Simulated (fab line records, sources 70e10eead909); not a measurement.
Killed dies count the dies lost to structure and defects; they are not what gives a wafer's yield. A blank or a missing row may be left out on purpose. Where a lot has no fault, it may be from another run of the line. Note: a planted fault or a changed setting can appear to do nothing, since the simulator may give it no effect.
fab line records | flow nand-harc
[record] lots = 5 wafers = 14 last-day = 24
route steps=1159 shown P_M1@297 END@1159
lots with no fault: from the same line, run without faults
start-h: start of the lot's first displayed wafer, in hours after the record's first day | wait-h: time in hours since the lot's previous step | " same as the row above | L1.1+2: one row covering several wafers at once | - no value present, or no start provided | * or withheld: withheld | < > ~ a bound
route shown NAME@n: NAME is a module with steps in the file, n the number in the route of the first one | usual: the fault-free wafers' mean and standard deviation | same: alike in all rows | chamber/n: place in a boat | sites: each site's reading | _std_site: standard deviation of those values | _edge_site: the outer-site mean with the inner-site mean subtracted | radius-mm: how far each site lies from the wafer's centre | mask NAME#n: copy n | behind: the tool/chamber that last shaped the wafer | hold: what put the lot on hold/how long, in hours/how the hold closed | device: the transistor (n, p or np) that didn't switch | end of line: the route-end tests of the same wafers | for a step that has no rows: nothing shown but its recipe | killed: at the first sort, the dies lost to defects and structure; wafer yield is something else | map: per-die view of a wafer (x killed, . not killed, _ where there is no die)
set.NAME: setting as actually run; set.NAME@STEP: the setting as run at that earlier step | model.NAME: the simulator's own value behind a step, which no gauge read
lots seen at some steps along the route; tables by step, rows by wafer
services: the hour from which a tool's chamber was out of use, counted from the record's first day as start-h (under 0 if before that day), plus the number of hours and why
[[steps]]
[step NHARC_P_M1_INSPECT_11]
[usual] raw-defect-count = 4.0/2.3
// columns lot.wafer tool chamber start-h wait-h raw-defect-count
L987.2 defect-inspect-01 - 136.26 0.0 3
L987.5 " - " " 4
L987.6 " - " " 7
L989.2 defect-inspect-02 - 138.80 0.0 5
L989.4 " - " " 1
L989.6 " - " " 2
L996.4 defect-inspect-02 - 179.21 0.0 2
L996.6 " - " " 5
L103.1 defect-inspect-02 - 226.11 0.0 1
L103.5 " - " " 4
L103.6 " - " " 7
L106.2 defect-inspect-01 - 242.21 0.0 11
L106.4 " - " " 4
L106.6 " - " " 5
[step NHARC_P_M1_DESCUM_14]
[recipe] time-s = 3 o2-flow-sccm = 200 ar-flow-sccm = 0 bias-power-w = 0 chemistry = O2
[step NHARC_P_M1_ETCH_35]
[recipe] target-depth-a = 400 overetch-a = 120 time-s = 43.94 ion-energy-ev = 200 n2-flow-sccm = 150 h2-flow-sccm = 150 ar-flow-sccm = 0 rf-w = 400 bias-w = 150 chemistry = N2/H2
[step NHARC_P_M1_ETCH_15]
[recipe] target-depth-a = 1825 time-s = 91.2 c4f8-flow-sccm = withheld ar-flow-sccm = 400 rf-w = 600 bias-w = 300 chemistry = C4F8/Ar
[step NHARC_P_M1_CD_MEAS_16]
[usual] cd-nm = 129.2/1.1
// columns lot.wafer tool chamber start-h wait-h cd-nm
L987.2 cd-sem-02 - 136.64 - 128.4
L987.5 " - " " 128.0
L987.6 " - " " 128.4
L989.2 cd-sem-03 - 139.17 - 129.5
L989.4 " - " " 130.8
L989.6 " - " " 130.2
L996.4 cd-sem-01 - 179.58 - 130.3
L996.6 " - " " 128.7
L103.1 cd-sem-01 - 226.48 - 129.0
L103.5 " - " " 129.5
L103.6 " - " " 128.9
L106.2 cd-sem-02 - 242.58 - 127.1
L106.4 " - " " 126.3
L106.6 " - " " 128.0
[step NHARC_P_M1_STRIP_18]
[recipe] power-w = 1000 n2-flow-sccm = 150 h2-flow-sccm = 150 ar-flow-sccm = 0 bias-w = 0 chemistry = N2/H2
[step NHARC_P_M1_ETCH_28]
[recipe] target-depth-a = 300 over-etch-frac = 0.3 time-s = 72.99 ion-energy-ev = 150 cf4-flow-sccm = 50 n2-flow-sccm = 100 ar-flow-sccm = 150 rf-w = 300 bias-w = 100 chemistry = CF4/N2
[usual] drypump-motor-current-A = 5.6/0.48 oes-product-au = 1.007/0.0081 rf-fwd-power-W = 297.5/1.3 rf-vpp-V = 315.7/1.8 showerhead-plenum-p-Torr = 2.71/0.1 throttle-valve-pct = 19.795/0.0093
// columns lot.wafer tool chamber start-h wait-h drypump-motor-current-A oes-product-au rf-fwd-power-W rf-hours-counter-h rf-vpp-V showerhead-plenum-p-Torr throttle-valve-pct
L987.2 rie-diel-13 1 - - 6.4 1.010 295.3 1 313.9 2.70 19.797
L987.5 " 0 " " 5.3 1.012 296.6 - 312.6 2.48 19.785
L987.6 " 1 " " 6.5 1.003 294.8 - 316.4 2.70 19.778
L989.4 rie-diel-13 0 - - 5.3 1.016 296.8 1 312.7 2.48 19.796
L989.2 " 1 " " 6.5 1.000 295.4 1 315.9 2.70 19.808
L989.6 " 1 " " 6.5 1.005 295.7 - 315.9 2.70 19.797
L996.4 rie-diel-04 2 - - 5.7 1.009 295.6 4 317.0 2.81 19.801
L996.6 " 1 " " 6.2 1.000 298.6 - 316.4 2.76 19.786
L103.1 rie-diel-13 2 227.25 0.6 5.3 0.999 298.8 3 315.5 2.77 19.784
L103.5 " 2 " " 5.3 1.003 298.7 - 317.5 2.77 19.775
L103.6 " 2 " " 5.3 1.006 300.3 - 316.0 2.77 19.800
L106.2 rie-diel-13 2 - - 5.3 1.013 297.7 4 315.9 2.77 19.798
L106.4 " 0 " " 5.3 1.004 296.3 - 310.6 2.47 19.793
L106.6 " 3 " " 5.3 1.003 296.5 - 313.0 2.67 19.787
[step NHARC_P_M1_STRIP_19]
[recipe] time-s = 600 temp-c = 30 chemistry = post-etch-residue-remover
[step NHARC_P_M1_DEGAS_29]
[recipe] temp-c = 250 time-s = 60
[step NHARC_P_M1_PRE_CLEAN_30]
[recipe] time-s = 30 temp-c = 280 gas = H2/He
[usual] heater-power-w = 410/47
// columns lot.wafer tool chamber start-h wait-h heater-power-w
L987.2 pvd-sputter-01 - - - 309
L987.5 " - " " 449
L987.6 " - " " 458
L989.2 pvd-sputter-02 - - - 361
L989.4 " - " " 492
L989.6 " - " " 370
L996.4 pvd-sputter-03 - - - 393
L996.6 " - " " 395
L103.1 pvd-sputter-01 - - - 434
L103.5 " - " " 324
L103.6 " - " " 437
L106.4 pvd-sputter-02 - - - 485
L106.2 " - " " 422
L106.6 " - " " 388
[step NHARC_P_M1_PVD_20]
[recipe] target-thk-a = 50 bias-v = 168.6 power-w = 15000 chamber-pressure-pa = 0.12 time-s = 8.06 substrate-temp-c = 50 material = TaN
[usual] throttle-valve-pct = 30.4/1.1
// columns lot.wafer tool chamber start-h wait-h throttle-valve-pct
L987.2 pvd-sputter-01 - - - 29.9
L987.6 " - " " 29.7
L987.5 " - " " 31.2
L989.2 pvd-sputter-02 - - - 28.4
L989.4 " - " " 28.8
L989.6 " - " " 28.6
L996.4 pvd-sputter-03 - - - 30.7
L996.6 " - " " 31.9
L103.1 pvd-sputter-01 - - - 31.5
L103.6 " - " " 31.4
L103.5 " - " " 29.4
L106.2 pvd-sputter-02 - - - 29.8
L106.4 " - " " 28.2
L106.6 " - " " 32.0
[step NHARC_P_M1_PVD_21]
[recipe] target-thk-a = 300 chamber-pressure-pa = 5 power-w = 5000 substrate-temp-c = 30 time-s = 20.49 material = Cu
[usual] throttle-valve-pct = 30.3/1.1
// columns lot.wafer tool chamber start-h wait-h throttle-valve-pct
L987.2 pvd-sputter-01 - - - 31.0
L987.6 " - " " 31.0
L987.5 " - " " 30.4
L989.4 pvd-sputter-02 - - - 28.4
L989.2 " - " " 28.6
L989.6 " - " " 28.7
L996.4 pvd-sputter-03 - - - 30.3
L996.6 " - " " 30.4
L103.1 pvd-sputter-01 - - - 31.6
L103.5 " - " " 30.8
L103.6 " - " " 30.0
L106.4 pvd-sputter-02 - - - 28.1
L106.2 " - " " 31.9
L106.6 " - " " 31.9
[step NHARC_P_M1_ECD_22]
[recipe] target-thk-a = 4000 bath-temp-c = 25 material = Cu
[usual] bath-heat-duty-pct = 6.2/0.86 bath-temp-c = 24.98/0.1
// columns lot.wafer tool chamber start-h wait-h bath-heat-duty-pct bath-temp-c
L987.2 ecd-cu-02 0 137.72 - 7.5 24.89
L987.5 " 0 " " 7.7 25.10
L987.6 " 1 " " 5.3 24.95
L989.2 ecd-cu-01 0 140.29 - 5.8 24.74
L989.4 " 0 " " 6.2 24.82
L989.6 " 1 " " 5.3 25.06
L996.4 ecd-cu-01 1 180.75 - 5.5 25.04
L996.6 " 0 " " 5.6 24.87
L103.1 ecd-cu-02 1 228.18 - 6.5 25.08
L103.6 " 0 " " 7.7 24.91
L103.5 " 1 " " 6.1 24.97
L106.2 ecd-cu-02 1 243.76 - 6.3 24.86
L106.4 " 0 " " 7.2 24.98
L106.6 " 1 " " 5.5 24.85
[step NHARC_P_M1_ANNEAL_31]
[recipe] temp-c = 225 time-s = 90
[usual] wafer_temp_C_max = 226.1/0.37
// columns lot.wafer tool chamber start-h wait-h wafer_temp_C_max
L987.2 rtp-anneal-02 0 138.18 0.4 225.9
L987.5 " 0 " " 225.8
L987.6 " 0 " " 225.8
L989.2 rtp-anneal-01 0 140.66 - 226.3
L989.4 " 0 " " 226.3
L989.6 " 0 " " 226.7
L996.4 rtp-anneal-02 0 181.18 0.4 226.0
L996.6 " 0 " " 225.9
L103.1 rtp-anneal-02 0 228.50 - 225.8
L103.5 " 0 " " 225.6
L103.6 " 0 " " 225.6
L106.2 rtp-anneal-02 0 244.14 0.3 225.4
L106.4 " 0 " " 225.7
L106.6 " 0 " " 225.7
[step NHARC_P_M1_CMP_23]
[recipe] t-overpolish-s = 20 target-thk-nm = 157.82
[usual] motor-current-A = 12.0/1.6 pad-life-wafers = 290/170 slurry-filter-dp-kPa = 13.48/0.14 time-to-endpoint-s = 29.3/2.9
// columns lot.wafer tool chamber start-h wait-h motor-current-A pad-life-wafers slurry-filter-dp-kPa time-to-endpoint-s
L987.2 cmp-03 2 138.53 - 14.4 445 13.39 27.5
L987.6 " 1 " " 12.1 - 13.53 29.2
L987.5 " 2 " " 15.1 - 13.75 28.2
L989.2 cmp-03 1 140.95 - 12.3 462 13.65 27.2
L989.4 " 2 " " 14.5 463 13.27 28.1
L989.6 " 1 " " 12.9 - 13.28 28.0
L996.4 cmp-03 2 181.46 - 14.6 99 13.31 14.2
L996.6 " 0 " " 13.3 - 13.50 31.5
L103.1 cmp-01 3 228.91 - 13.1 248 13.55 29.9
L103.5 " 1 " " 9.7 - 13.39 33.3
L103.6 " 2 " " 11.5 - 13.40 28.7
L106.4 cmp-02 2 244.44 - 12.4 78 13.41 30.9
L106.2 " 1 " " 11.0 81 13.39 29.9
L106.6 " 3 " " 11.9 - 13.49 32.2
[step NHARC_P_M1_THK_MEAS_24]
[recipe] thk-meas-gauge = xrf
[usual] thk-nm = 158.4/1.4
// columns lot.wafer tool chamber start-h wait-h thk-nm
L987.2 film-metro-01 - 138.82 - 157.8
L987.5 " - " " 157.6
L987.6 " - " " 159.5
L989.2 film-metro-02 - 141.27 - 158.2
L989.4 " - " " 156.2
L989.6 " - " " 158.7
L996.4 film-metro-01 - 181.70 - 158.4
L996.6 " - " " 158.5
L103.1 film-metro-02 - 229.16 - 157.7
L103.5 " - " " 159.5
L103.6 " - " " 157.3
L106.2 film-metro-01 - 244.75 - 159.4
L106.4 " - " " 161.2
L106.6 " - " " 159.7
[step NHARC_END_SORT_01]
[recipe] temp-c = 25
[usual] defect-limited-yield = 95.4/1.8 killed-at-array = 28/11 killed-at-other = 0.7/0.88 killed-at-periphery = 3.1/2.2 killed-dies = 31/12 killed-open = 3.3/2 killed-short = 2.0/1.6 sort_bin_2_pct = 1.5/0.73 sort_bin_3_pct = 0.27/0.22 sort_bin_4_pct = 2.9/1.1 sort-n-pass = 646/12 sort-rim-yield-pct = 93/3.9 sort-yield-pct = 95.4/1.8
[same] gross-dies = 677 sort_bin_5_pct[%] = 0 sort_bin_6_pct[%] = 0 sort_bin_7_pct[%] = 0 sort_bin_8_pct[%] = 0 sort-rim-n-gross = 106.00
// columns lot.wafer tool chamber start-h wait-h defect-limited-yield[%] killed-at-array killed-at-other killed-at-periphery killed-dies killed-open killed-short sort_bin_2_pct[%] sort_bin_3_pct[%] sort_bin_4_pct[%] sort-n-pass sort-rim-yield-pct[%] sort-yield-pct[%]
L987.2 prober-01 0 452.21 2.8 94.4 34 1 3 38 2 4 1.2 0.15 4.3 639 89 94.4
L987.5 prober-01 0 454.61 3.7 95.9 23 0 5 28 3 3 1.8 0.30 2.1 649 93 95.9
L987.6 prober-01 0 455.40 4.0 93.8 32 3 7 42 3 6 1.8 0.30 4.1 635 93 93.8
L996.4 prober-02 0 508.89 3.4 93.9 40 0 1 41 4 1 2.2 0.59 3.2 636 87 93.9
// killed by level:class
L987.2 A_SLIT:chamber-film-flake=13 A_CHANNEL_HOLE_D1:chamber-film-flake=10 A_CONTACT:chamber-film-flake=4 A_STAIRCASE:chamber-film-flake=2 P_CONTACT:geometric-particle:short=1 P_M0:geometric-particle:short=1 A_ONON_D1:geometric-particle:short=1 A_STAIRCASE:geometric-particle:open=1
L987.5 A_CHANNEL_HOLE_D1:chamber-film-flake=12 A_SLIT:chamber-film-flake=5 A_CONTACT:geometric-particle:open=2 P_ZERO_WELL:chamber-film-flake=2 P_STI:geometric-particle:short=1 A_CHANNEL_FILL_D1:geometric-particle:open=1 A_WL_FILL:geometric-particle:short=1 A_BLC:geometric-particle:short=1
L987.6 A_CHANNEL_HOLE_D1:chamber-film-flake=14 A_SLIT:chamber-film-flake=8 THIN_TSV:chamber-film-flake=3 A_CONTACT:chamber-film-flake=3 P_STI:geometric-particle:open=2 A_ONON_D1:geometric-particle:short=2 P_M0:geometric-particle:short=1 A_CHANNEL_HOLE_D1:geometric-particle:short=1
L996.4 A_CHANNEL_HOLE_D1:chamber-film-flake=15 A_SLIT:chamber-film-flake=11 A_M1:chamber-film-flake=3 A_CONTACT:geometric-particle:open=2 A_CHANNEL_FILL_D1:chamber-film-flake=2 A_STAIRCASE:chamber-film-flake=2 A_WL_FILL:chamber-film-flake=2 P_M2:geometric-particle:open=1
[[services]]
// columns tool chamber start-h hours kind
pvd-sputter-01 - 115.44 0.8 repair
cmp-01 - 118.03 2.0 repair
pvd-sputter-03 - 125.88 5.1 repair
rie-diel-04 0 126.60 3.2 repair
cmp-02 - 128.50 4.0 pm
rie-diel-13 0 132.50 - clean
rie-diel-13 1 132.50 - clean
rie-diel-13 2 132.50 - clean
rie-diel-13 3 132.50 - clean
ecd-cu-01 - 136.32 2.0 repair
rie-diel-04 2 149.06 1.9 repair
cmp-01 - 151.78 2.0 repair
cmp-03 - 156.00 4.0 pm
pvd-sputter-01 - 158.01 10.0 pm
ecd-cu-02 - 172.24 1.0 repair
cmp-01 - 179.50 4.0 pm
ecd-cu-02 - 180.00 8.0 pm
pvd-sputter-03 - 198.68 17.0 repair
pvd-sputter-02 - 214.00 10.0 pm
rie-diel-13 1 219.17 28.8 repair
rie-diel-13 3 224.05 9.2 repair
rie-diel-13 0 224.48 4.3 repair
cmp-02 - 226.50 4.0 pm
pvd-sputter-02 - 229.81 2.5 repair
[[key]]
[first-sign] step = NHARC_P_M1_CMP_23 reading = time-to-endpoint-s direction = down sigmas = 5.2 usual = * struck = *
effect none on later readings
met-at NHARC_P_M1_ECD_22
struck-wafers L996.4
[fault] kind = process-parameter-drift tool = ecd-cu-01 chamber = - onset-h = 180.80 steps = NHARC_P_M1_ECD_22 channel = target-thk-a offset = * shape = step end-h = 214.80 scope = struck-wafers-only acts-in = * stated = *
